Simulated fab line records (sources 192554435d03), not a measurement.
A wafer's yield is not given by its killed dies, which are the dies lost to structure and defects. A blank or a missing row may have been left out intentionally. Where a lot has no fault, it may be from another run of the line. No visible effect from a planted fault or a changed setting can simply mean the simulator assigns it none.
Comparing a struck lot with a sound one    flow n5_finfet    16 steps out of a route of 1938
Sound: the wafers L599.1, L599.5, L599.6. Wafers struck: L604.1, L604.5, L604.6. The cause is named last.
Each step with rows lists, per side, the tool, then ch with its chambers, then its first start. Under that, the readings that differ: sound wafers    struck wafers    difference of the means    sigmas: that difference in standard deviations of wafers without a fault.
alike: words and numbers the same on both sides, and readings whose means are apart by under 2 such deviations; not compared: readings that were withheld, readings missing a value for some wafer, numbers with overlapping values and no deviation given by the record, and bounds like >300 which may hide the same value.
Wherever a step has rows on one side only, a row that says differs or no value, or a row with sigmas, the two part there. Numbers that don't overlap but have no deviation are shown without sigmas and don't part them. A reading missing from all wafers of one side parts the sides only when that side holds two or more wafers.

first, 2 steps without rows for these wafers: N5_BEOL_M1_SURFACE_TREAT_85; N5_BEOL_M1_CVD_47 (deposits Co from CCTBA/H2, target thk 3 nm, time 223.8 s).
N5_BEOL_M1_SPUTTER_48: material Cu, target thk 4.5 nm, time 8.29 s.
  struck on pvd_sputter-01, day 9 23:14; sound on pvd_sputter-01, day 8 18:53
  alike: chamber_pressure_pa, chuck_sensor_temp_C, substrate_temp_c, throttle_valve_pct
then, 1 step without rows for these wafers: N5_BEOL_M1_ANNEAL_49 (time 240 s).
N5_BEOL_M1_SPUTTER_79: material Cu, target thk 4.5 nm, time 8.29 s.
  struck on pvd_sputter-01, day 9 23:27; sound on pvd_sputter-01, day 8 19:06
  alike: chamber_pressure_pa, chuck_sensor_temp_C, substrate_temp_c, throttle_valve_pct
then, 2 steps without rows for these wafers: N5_BEOL_M1_ANNEAL_80 (time 240 s); N5_BEOL_M1_SPUTTER_81 (material Cu, target thk 4.5 nm, time 8.29 s).
N5_BEOL_M1_ANNEAL_82: time 240 s.
  struck on pvd_sputter-01, day 9 23:45; sound on pvd_sputter-01, day 8 19:24
  alike: heater_power_w
then, 1 step without rows for these wafers: N5_BEOL_M1_SPUTTER_86 (material Cu, target thk 4.5 nm, time 8.29 s).
N5_BEOL_M1_ANNEAL_87: time 240 s.
  struck on pvd_sputter-01, day 9 23:58; sound on pvd_sputter-01, day 8 19:37
  alike: heater_power_w
then, 1 step without rows for these wafers: N5_BEOL_M1_SPUTTER_88 (material Cu, target thk 4.5 nm, time 8.29 s).
N5_BEOL_M1_ANNEAL_89: time 240 s.
  struck on pvd_sputter-01, day 10 00:11; sound on pvd_sputter-01, day 8 19:50
  alike: heater_power_w
N5_BEOL_M1_SPUTTER_90: material Cu, target thk 4.5 nm, time 8.29 s.
  struck on pvd_sputter-01, day 10 00:20; sound on pvd_sputter-01, day 8 19:59
reading                   sound                    struck                   difference  sigmas
chamber_pressure_pa (Pa)  0.06988 0.07005 0.06993  0.06696 0.06704 0.06707  -0.00293    -23
  alike: chuck_sensor_temp_C, substrate_temp_c, throttle_valve_pct
then, 1 step without rows for these wafers: N5_BEOL_M1_ANNEAL_91 (time 240 s).
-- a jump in the record: the struck wafers' starts before and after are 3 days apart (it breaks off in module BEOL_M1 and resumes in module BEOL_M4, where the first step shown is number 1111 of the route) --
N5_BEOL_M4_RC_MEAS_101:
  sound on prober-02 ch 0, day 11 09:07; struck on prober-02 ch 0, day 12 15:35
  alike: DIBL_N, DIBL_P, IOFF_N, IOFF_P, ION_N, ION_P, SS_N, SS_P, VT_N, VT_P
-- a jump in the record: the struck wafers' starts before and after are 5 days apart (it breaks off in module BEOL_M4 and resumes in module PASSIVATION, where the first step shown is number 1936 of the route) --
N5_PASSIVATION_PROBE_49:
  record: rows for the struck wafers here (prober-02, day 17 23:25), none for the sound ones

== WHERE THEY PART ==
Last at N5_PASSIVATION_PROBE_49 as far as this record goes, first at N5_BEOL_M1_SPUTTER_90.

WHY: what had been put in by the simulator
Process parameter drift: pvd_sputter-01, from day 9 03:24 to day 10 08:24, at N5_BEOL_M1_SPUTTER_90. A move of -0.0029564 in setting chamber_pressure_pa, from 0.07. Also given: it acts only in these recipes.
